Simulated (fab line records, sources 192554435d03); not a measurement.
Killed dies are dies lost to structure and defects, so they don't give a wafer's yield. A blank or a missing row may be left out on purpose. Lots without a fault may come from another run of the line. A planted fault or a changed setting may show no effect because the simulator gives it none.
fab line records | flow n5_finfet
record lots=11 wafers=31 last_day=17
route steps=1938 shown BEOL_M6@1251 BEOL_M7@1267
lots that met no fault: from a run of the same line without faults
start_h: hours from the record's first day to the start of the lot's first wafer shown | wait_h: hours since the lot's step before | " the same as in the row above | L1.1+2: a row that stands for several wafers | - no value, or no start given | * or withheld: withheld | < > ~ a bound
route shown NAME@n: a module of which the file shows steps, and the number in the route of the first | usual: mean/standard deviation of fault-free wafers | same: alike in all rows | chamber/n: place in a boat | sites: the reading at each site | _std_site: their standard deviation | _edge_site: outer sites' mean less inner sites' | radius_mm: how far each site lies from the wafer's centre | mask NAME#n: copy n | behind: the tool/chamber that last shaped the wafer | hold: why the lot was held/for how many hours/how that ended | device: the transistor (n, p or np) that didn't switch | end of line: the same wafers' tests at the end of the route | a step without rows: its recipe alone | killed: dies lost to structure and defects at the first sort, not the wafer's yield | map: a wafer's dies, x killed, . not, _ none there
set.NAME: the setting as run; set.NAME@STEP: as run at that earlier step | model.NAME: the simulator's own value behind a step, which no gauge read
steps of the route over a sample of lots; a table a step, a row a wafer
services: from which hour (start_h, from the record's first day; less than 0 if before it) a tool's chamber was out of use, for how many hours, and why
## steps
# step N5_BEOL_M6_ALD_77
# recipe material=TaN target_thk_a=20 temp_c=275 ald_precursor_family=PDMAT ald_co_reactant=NH3 pressure_torr=3 carrier_flow_sccm=1500 pulse_time_s=2 purge_time_s=3 co_reactant_purge_time_s=2 co_reactant_pulse_time_s=3 ald_cycles=40 precursor_vessel_temp_c=75 precursor_vessel_pressure_torr=26.25 precursor_vessel_carrier_sccm=1000
# usual heater_power_outer_w=227/16 heater_power_w=418/33
# same pulse_time_s=2
# columns lot.wafer tool chamber start_h wait_h heater_power_outer_w heater_power_w
L684.2 ald_metal-01 2 176.21 0.0 243 450
L684.3 " 1 " " 262 469
L688.1 ald_metal-04 3 206.17 0.2 204 347
L688.3 " 0 " " 207 357
L688.6 " 2 " " 226 407
L690.1 ald_metal-04 1 212.41 0.1 224 409
L690.4 " 3 " " 207 355
L690.5 " 0 " " 203 367
L692.2 ald_metal-04 0 229.14 0.1 198 353
L692.4 " 3 " " 205 363
L697.2 ald_metal-03 1 258.40 0.0 251 442
L697.3 " 3 " " 221 401
L697.6 " 0 " " 225 420
L698.1 ald_metal-01 3 263.42 0.0 225 434
L698.2 " 1 " " 255 470
L698.4 " 0 " " 225 431
L700.1 ald_metal-03 1 263.91 0.3 244 450
L700.4 " 0 " " 231 435
L700.6 " 3 " " 222 403
L701.1 ald_metal-04 0 271.72 0.0 202 369
L701.3 " 1 " " 224 416
L701.4 " 3 " " 205 358
L703.1 ald_metal-01 3 287.15 0.2 229 432
L703.5 " 3 " " 230 445
L703.6 " 2 " " 233 451
L706.2 ald_metal-04 3 312.12 0.0 200 352
L706.3 " 2 " " 223 407
L706.4 " 1 " " 229 410
L707.2 ald_metal-04 1 325.07 0.1 234 407
L707.3 " 3 " " 204 363
L707.6 " 2 " " 226 410
# step N5_BEOL_M6_ANNEAL_51
# recipe temp_c=225 time_s=90 ambient=N2
# usual wafer_temp_C_max=226.15/0.3
# columns lot.wafer tool chamber start_h wait_h wafer_temp_C_max
L684.2 rtp_anneal-02 0 177.48 0.5 226.22
L684.3 " 0 " " 225.94
L688.1 rtp_anneal-02 0 209.15 0.9 225.83
L688.3 " 0 " " 225.83
L688.6 " 0 " " 225.96
L690.1 rtp_anneal-02 0 213.20 0.1 225.98
L690.4 " 0 " " 226.28
L690.5 " 0 " " 225.59
L692.2 rtp_anneal-01 0 230.94 0.2 226.11
L692.4 " 0 " " 226.36
L697.2 rtp_anneal-02 0 259.42 0.3 226.33
L697.3 " 0 " " 225.86
L697.6 " 0 " " 225.80
L698.1 rtp_anneal-02 0 264.65 0.1 225.79
L698.2 " 0 " " 225.91
L698.4 " 0 " " 225.94
L700.1 rtp_anneal-01 0 264.84 0.2 226.21
L700.4 " 0 " " 226.20
L700.6 " 0 " " 226.41
L701.1 rtp_anneal-01 0 272.91 0.4 226.09
L701.3 " 0 " " 226.70
L701.4 " 0 " " 226.50
L703.1 rtp_anneal-02 0 287.93 0.1 226.18
L703.5 " 0 " " 226.30
L703.6 " 0 " " 226.14
L706.2 rtp_anneal-01 0 313.12 0.3 226.18
L706.3 " 0 " " 226.47
L706.4 " 0 " " 226.00
L707.2 rtp_anneal-01 0 326.33 0.3 226.37
L707.3 " 0 " " 226.50
L707.6 " 0 " " 226.11
# step N5_BEOL_M7_HM_DEP_02
# recipe material=TiN target_thk_a=200 temp_c=25 chamber_pressure_pa=0.49996
# usual throttle_valve_pct=29.4/1.1
# columns lot.wafer tool chamber start_h wait_h throttle_valve_pct
L684.2 pvd_sputter-02 - 179.77 0.7 31.0
L684.3 " - " " 29.2
L688.1 pvd_sputter-01 - 211.79 1.2 30.4
L688.3 " - " " 29.1
L688.6 " - " " 29.0
L690.1 pvd_sputter-02 - 215.27 0.0 28.9
L690.4 " - " " 28.4
L690.5 " - " " 29.0
L692.2 pvd_sputter-01 - 232.92 0.5 29.5
L692.4 " - " " 27.9
L697.2 pvd_sputter-01 - 260.94 0.1 28.6
L697.3 " - " " 30.3
L697.6 " - " " 27.7
L698.1 pvd_sputter-01 - 267.32 1.2 30.4
L698.2 " - " " 28.0
L698.4 " - " " 29.4
L700.1 pvd_sputter-01 - 267.46 1.0 29.0
L700.4 " - " " 30.6
L700.6 " - " " 29.6
L701.1 pvd_sputter-02 - 274.97 0.5 30.8
L701.3 " - " " 28.9
L701.4 " - " " 28.4
L703.1 pvd_sputter-02 - 290.39 1.0 28.6
L703.5 " - " " 30.7
L703.6 " - " " 28.8
L706.2 pvd_sputter-02 - 314.93 0.4 28.9
L706.3 " - " " 28.5
L706.4 " - " " 30.9
L707.2 pvd_sputter-03 - 328.27 0.6 32.4
L707.3 " - " " 29.0
L707.6 " - " " 28.8
# step N5_BEOL_M7_COAT_60
# recipe resist=SiARC temp_c=220 time_s=60 spin_rpm=1500 resist_thk_nm=35
# usual chill_plate_temp_C=23.00/0.11 spin_speed_rpm=1500.1/0.89
# columns lot.wafer tool chamber start_h wait_h chill_plate_temp_C spin_speed_rpm
L684.2 litho_track-02 0 179.90 - 23.00 1498.3
L684.3 " 0 " " 22.95 1501.0
L688.1 litho_track-01 0 211.92 - 22.94 1499.9
L688.3 " 0 " " 22.93 1500.7
L688.6 " 0 " " 22.94 1499.5
L690.1 litho_track-01 0 215.40 - 23.07 1500.4
L690.4 " 0 " " 22.93 1500.3
L690.5 " 0 " " 22.94 1499.3
L692.2 litho_track-02 0 233.05 - 22.78 1499.9
L692.4 " 0 " " 22.74 1499.9
L697.2 litho_track-01 0 261.07 - 23.03 1180.0
L697.3 " 0 " " 22.91 1179.7
L697.6 " 0 " " 23.01 1180.4
L698.1 litho_track-01 0 267.45 - 23.07 1180.4
L698.2 " 0 " " 22.99 1180.0
L698.4 " 0 " " 22.85 1177.8
L700.1 litho_track-03 0 267.59 - 22.99 1500.3
L700.4 " 0 " " 23.00 1499.9
L700.6 " 0 " " 23.00 1499.4
L701.1 litho_track-03 0 275.10 - 23.08 1499.0
L701.3 " 0 " " 23.00 1501.8
L701.4 " 0 " " 23.10 1499.9
L703.1 litho_track-02 0 290.52 - 22.92 1500.9
L703.5 " 0 " " 22.99 1500.8
L703.6 " 0 " " 22.96 1500.0
L706.2 litho_track-03 0 315.06 - 22.98 1500.0
L706.3 " 0 " " 23.02 1500.6
L706.4 " 0 " " 23.02 1501.3
L707.2 litho_track-03 0 328.40 - 22.95 1500.4
L707.3 " 0 " " 22.78 1498.6
L707.6 " 0 " " 22.89 1501.1
# step N5_BEOL_M7_ETCH_61
# recipe chemistry=CF4 target=SiARC target_depth_a=455 mask_material=CAR-ArF time_s=75.8 ion_energy_ev=80 pressure_mtorr=40 source_w=545 bias_w=36 Ar_flow_sccm=100 cf4_flow_sccm=100 ends=cleared
# usual drypump_motor_current_A=5.5/0.51 etch_rf_on_time_s=75.4/1.7 oes_product_au=0.68/0.073 rf_vpp_V=183.9/1.1 showerhead_plenum_p_Torr=2.13/0.071 throttle_valve_pct=15.58/0.21
# columns lot.wafer tool chamber start_h wait_h drypump_motor_current_A etch_rf_on_time_s oes_product_au rf_hours_counter_h rf_vpp_V showerhead_plenum_p_Torr throttle_valve_pct
L684.2 rie_diel-01 0 180.39 0.0 4.9 73.5 0.75 60 182.5 2.16 15.53
L684.3 " 1 " " 5.8 73.1 0.75 42 185.4 2.17 15.56
L688.1 rie_diel-03 1 212.29 0.0 6.1 76.4 0.75 51 185.3 2.09 15.42
L688.3 " 2 " " 5.0 75.6 0.65 167 183.1 2.06 15.70
L688.6 " 2 " " 5.0 75.5 0.65 - 182.7 2.06 15.69
L690.1 rie_diel-05 0 215.90 0.0 5.6 73.7 0.65 130 182.4 1.99 15.59
L690.4 " 2 " " 6.7 73.6 0.70 113 185.0 2.23 15.16
L690.5 " 0 " " 5.6 72.8 0.66 - 182.4 1.99 15.60
L692.2 rie_diel-03 1 233.60 0.0 6.1 76.2 0.74 58 182.1 2.09 15.45
L692.4 " 2 " " 5.1 75.9 0.63 - 184.3 2.06 15.69
L697.2 rie_diel-05 3 261.56 0.0 5.7 87.0 0.59 235 185.6 2.19 15.44
L697.3 " 1 " " 6.1 86.4 0.69 83 185.1 2.25 15.44
L697.6 " 3 " " 5.8 85.8 0.59 - 183.6 2.19 15.46
L698.1 rie_diel-03 1 268.09 0.0 6.1 86.1 0.72 71 182.6 2.08 15.46
L698.2 " 0 " " 5.9 90.0 0.59 190 185.1 2.13 15.78
L698.4 " 2 " " 5.1 85.6 0.63 - 183.2 2.06 15.73
L700.1 rie_diel-01 1 268.20 0.0 5.8 73.4 0.72 70 184.6 2.17 15.63
L700.4 " 0 " " 4.9 74.4 0.72 88 184.6 2.15 15.60
L700.6 " 1 " " 5.8 73.4 0.71 - 183.9 2.16 15.62
L701.1 rie_diel-03 0 275.60 0.0 5.9 79.5 0.60 192 183.0 2.13 15.78
L701.3 " 3 " " 5.4 74.2 0.84 2 184.2 2.19 15.20
L701.4 " 2 " " 5.1 76.2 0.63 189 184.2 2.06 15.74
L703.1 rie_diel-01 2 290.89 0.0 5.0 75.2 0.81 15 183.3 2.11 15.68
L703.5 " 2 " " 5.0 75.9 0.81 - 183.8 2.10 15.69
L703.6 " 1 " " 5.8 74.0 0.70 - 186.1 2.16 15.63
L706.2 rie_diel-03 1 315.55 0.0 6.1 76.9 0.70 87 183.7 2.08 15.51
L706.3 " 2 " " 5.1 76.7 0.62 203 182.7 2.05 15.76
L706.4 " 3 " " 5.4 75.5 0.78 16 186.6 2.19 15.23
L707.2 rie_diel-05 0 328.89 0.0 5.5 73.3 0.63 166 182.6 1.98 15.66
L707.3 " 2 " " 6.8 72.6 0.67 149 184.7 2.21 15.24
L707.6 " 2 " " 6.7 73.3 0.67 - 185.1 2.21 15.23
## services
# columns tool chamber start_h hours kind
rie_diel-05 - 159.79 0.5 repair
ald_metal-01 - 179.35 1.5 repair
rie_diel-03 0 181.89 7.9 repair
ald_metal-03 2 196.11 14.1 repair
rie_diel-01 3 211.88 14.8 repair
ald_metal-01 - 212.20 1.2 pm
ald_metal-01 2 218.57 58.5 repair
rie_diel-01 2 230.42 - clean
rie_diel-03 3 232.01 2.0 repair
rie_diel-03 3 245.09 - clean
rie_diel-03 3 245.09 - consumable_replace:focus_ring
rie_diel-03 3 245.09 17.9 scheduled_down
rie_diel-03 3 245.09 17.9 vent_cycle
rie_diel-03 3 266.40 4.3 repair
ald_metal-01 - 275.39 2.8 pm
pvd_sputter-02 - 284.61 5.1 repair
rie_diel-05 3 288.80 4.2 repair
rie_diel-03 0 289.36 5.6 repair
rie_diel-05 3 307.51 - clean
rie_diel-05 3 307.51 - consumable_replace:focus_ring
rie_diel-05 3 307.51 17.0 scheduled_down
rie_diel-05 3 307.51 17.0 vent_cycle
ald_metal-03 0 310.11 12.2 repair
rie_diel-01 1 326.54 5.2 repair
## key
first_sign step=N5_BEOL_M7_COAT_60 reading=spin_speed_rpm direction=down sigmas=99+ usual=* struck=*
effect step=N5_BEOL_M7_ETCH_61 reading=etch_rf_on_time_s direction=up sigmas=6.5 usual=* struck=*
met_at N5_BEOL_M7_COAT_60
struck_lots L697,L698
baseline_loss step=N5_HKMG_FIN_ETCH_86 wafers=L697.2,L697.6
not_acting_at N5_BEOL_M6_ALD_77,N5_BEOL_M6_ANNEAL_51,N5_BEOL_M7_HM_DEP_02
onset_between 215.40 261.07
fault kind=process_parameter_drift tool=litho_track-01 chamber=- onset_h=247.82 steps=N5_BEOL_M7_COAT_60 channel=spin_rpm offset=* shape=step end_h=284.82 acts_in=* stated=*
# baseline_loss: these wafers lose ten dies or more at that step, a loss of the line's own and not of a fault; the sort's usual values leave them out
